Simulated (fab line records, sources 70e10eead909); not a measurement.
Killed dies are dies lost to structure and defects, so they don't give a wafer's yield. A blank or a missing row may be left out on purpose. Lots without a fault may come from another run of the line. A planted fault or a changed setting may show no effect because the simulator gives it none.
One fault seen from 2 desks | flow nand_harc | each desk has only its own numbers; what lay behind them comes last

THE METROLOGY DESK
What the gauges read, lot by lot, whatever tool the lot ran on: means of the sampled wafers that have a number. A lot is out of limits, marked OUT, if its mean lies more than 4 standard deviations from the usual mean; the brackets give that distance.
Columns: A = cd_nm at NHARC_P_ZERO_WELL_CD_MEAS_52, usual 1999.8 nm
lot  | first seen here | A
L781 | day 1 23:57     | 1999.8
L782 | day 2 05:40     | 2000.7
L785 | day 3 02:40     | 2000.2
L786 | day 3 05:49     | 2000.3
L787 | day 3 11:33     | 2000.7
L788 | day 3 17:49     | 2002.3
L790 | day 4 05:47     | 1998.7
L791 | day 4 11:43     | 2001.5
L794 | day 5 05:38     | 1997.2
L795 | day 5 11:47     | 2001.7
L802 | day 7 05:48     | 2000.9
L803 | day 7 11:53     | 1998.1
This desk's finding: nothing out of limits on any of the 12 lots.

THE DEFECT DESK
What the inspections along the route counted, lot by lot: means of the sampled wafers that have a number. A lot is out of limits, marked OUT, if its mean lies more than 4 standard deviations from the usual mean; the brackets give that distance.
Columns: A = raw_defect_count at NHARC_P_START_INSPECT_01, usual 3.5; B = raw_defect_count at NHARC_P_ZERO_WELL_INSPECT_43, usual 14; C = raw_defect_count at NHARC_P_STI_INSPECT_11, usual 5.8
lot  | first seen here | A   | B             | C
L781 | day 1 18:02     | 2.3 | 20            | 5.7
L782 | day 2 00:02     | 2.7 | 17            | 6.0
L785 | day 2 18:02     | 3.0 | 15            | 9.3
L786 | day 3 00:02     | 3.7 | 12            | 8.3
L787 | day 3 06:02     | 3.3 | 11            | 7.7
L788 | day 3 12:02     | 3.0 | 11            | 5.0
L790 | day 4 00:02     | 2.3 | 23            | 5.7
L791 | day 4 06:02     | 4.3 | 11            | 5.7
L794 | day 5 00:02     | 4.7 | 15            | 5.0
L795 | day 5 06:02     | 4.7 | 274 (+43) OUT | 264.0 (+96) OUT
L802 | day 7 00:02     | 4.0 | 7             | 5.3
L803 | day 7 06:02     | 2.7 | 9             | 5.7
This desk's finding: out of limits on L795; first on L795, day 5 13:38 (raw_defect_count at NHARC_P_ZERO_WELL_INSPECT_43). In limits: L781, L782, L785, L786, L787, L788, L790, L791, L794, L802, L803.

PUT TOGETHER
The defect desk could have raised an alarm at day 5 13:38, on L795.
The metrology desk saw nothing out of limits.
The metrology desk has L795 on record, within its limits.
Of the lots named, all ran NHARC_P_ZERO_WELL_STRIP_15 on wet_bench-04.

WHAT THE SIMULATOR HAD PUT IN
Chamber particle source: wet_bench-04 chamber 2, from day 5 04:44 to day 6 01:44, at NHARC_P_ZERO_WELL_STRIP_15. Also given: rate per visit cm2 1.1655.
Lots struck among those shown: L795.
Hours from the fault's start to each desk's first reading out of limits: the defect desk, 9.
